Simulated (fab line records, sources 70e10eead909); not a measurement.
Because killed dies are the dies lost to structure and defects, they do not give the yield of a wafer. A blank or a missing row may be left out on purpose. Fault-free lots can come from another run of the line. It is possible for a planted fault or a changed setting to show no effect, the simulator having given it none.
A lot that was struck, set against a sound lot ; flow nand harc ; 18 out of 1159 route steps
Sound: these wafers, L996.3, L996.4, L996.6. The struck wafers were L112.4, L112.5, L112.6. The cause comes at the end.
At each step with rows: each side's tool, then ch and its chambers, then its first start. Under that, the readings that differ: sound wafers ; struck wafers ; difference of the means ; sigmas: that difference in standard deviations of wafers without a fault.
alike: readings with means less than 2 such deviations apart, plus words and numbers identical on both sides. not compared: withheld readings, readings lacking a value on some wafer, bounds such as >300 that could conceal the same value, and numbers that have no deviation in the record and whose values overlap.
Wherever a step has rows on one side only, a row that says differs or no value, or a row with sigmas, the two part there. Numbers that don't overlap but have no deviation are shown without sigmas and don't part them. Lack of a reading on every wafer of one side parts them only where that side has two or more wafers.

NHARC_P_ZERO_WELL_CD_MEAS_37: the cd target is 720 nm.
  sound on cd sem-03 ch 0, day 1 22:15; struck on cd sem-02 ch 0, day 5 22:14
  alike: cd nm
then, 1 step without rows for these wafers: NHARC_P_ZERO_WELL_HARDBAKE_38 (time 80 s).
NHARC_P_ZERO_WELL_DESCUM_39: chemistry O2, time 3 s.
  sound on rie diel-09 ch 0,2, day 1 22:25; struck on rie diel-09 ch 0,2,3, day 5 22:25
  alike: drypump motor current A, oes product au, rf vpp V, showerhead plenum p Torr, throttle valve pct
  not compared: rf hours counter h
then, 9 steps without rows for these wafers: NHARC_P_ZERO_WELL_IMPLANT_40; NHARC_P_ZERO_WELL_IMPLANT_59; NHARC_P_ZERO_WELL_IMPLANT_60; NHARC_P_ZERO_WELL_STRIP_41 (strips in SPM, time 840 s); NHARC_P_ZERO_WELL_DEHYDRATE_44 (time 120 s); NHARC_P_ZERO_WELL_HMDS_45 (time 30 s); NHARC_P_ZERO_WELL_COAT_46; NHARC_P_ZERO_WELL_SOFTBAKE_47 (time 95 s); NHARC_P_ZERO_WELL_EBR_48.
NHARC_P_ZERO_WELL_EXPOSE_49: exposes mask P HVPW, target cd 2000 nm.
  sound on krf scanner-03 ch 0, day 1 23:45; struck on krf scanner-03 ch 0, day 5 23:36
reading;sound;struck;difference;sigmas
mask;P_HVPW#0 P_HVPW#0 P_HVPW#0;P_NWELL#0 P_NWELL#0 P_NWELL#0;differs;
then, 2 steps without rows for these wafers: NHARC_P_ZERO_WELL_PEB_50 (peb time 85 s); NHARC_P_ZERO_WELL_DEVELOP_51 (time 70 s).
NHARC_P_ZERO_WELL_CD_MEAS_52: the cd target is 2000 nm.
  sound on cd sem-03 ch 0, day 1 23:55; struck on cd sem-03 ch 0, day 5 23:45
reading;sound;struck;difference;sigmas
cd nm (nm);1999.8 1999.8 2000.8;- - -;no value on the struck wafers;
then, 1 step without rows for these wafers: NHARC_P_ZERO_WELL_HARDBAKE_53 (time 80 s).
-- record jumps: 18 days between struck wafers' starts before vs after; left off in module P_ZERO_WELL, resumes in module END, first step shown is number 1159 of the route --
NHARC_END_SORT_01:
  the record has rows for the struck wafers here (prober-01 ch 0, day 23 19:07) and none for the sound ones

== WHERE THEY PART ==
Last at NHARC_END_SORT_01 as far as this record goes, first at NHARC_P_ZERO_WELL_EXPOSE_49.

WHY: the cause the simulator had injected
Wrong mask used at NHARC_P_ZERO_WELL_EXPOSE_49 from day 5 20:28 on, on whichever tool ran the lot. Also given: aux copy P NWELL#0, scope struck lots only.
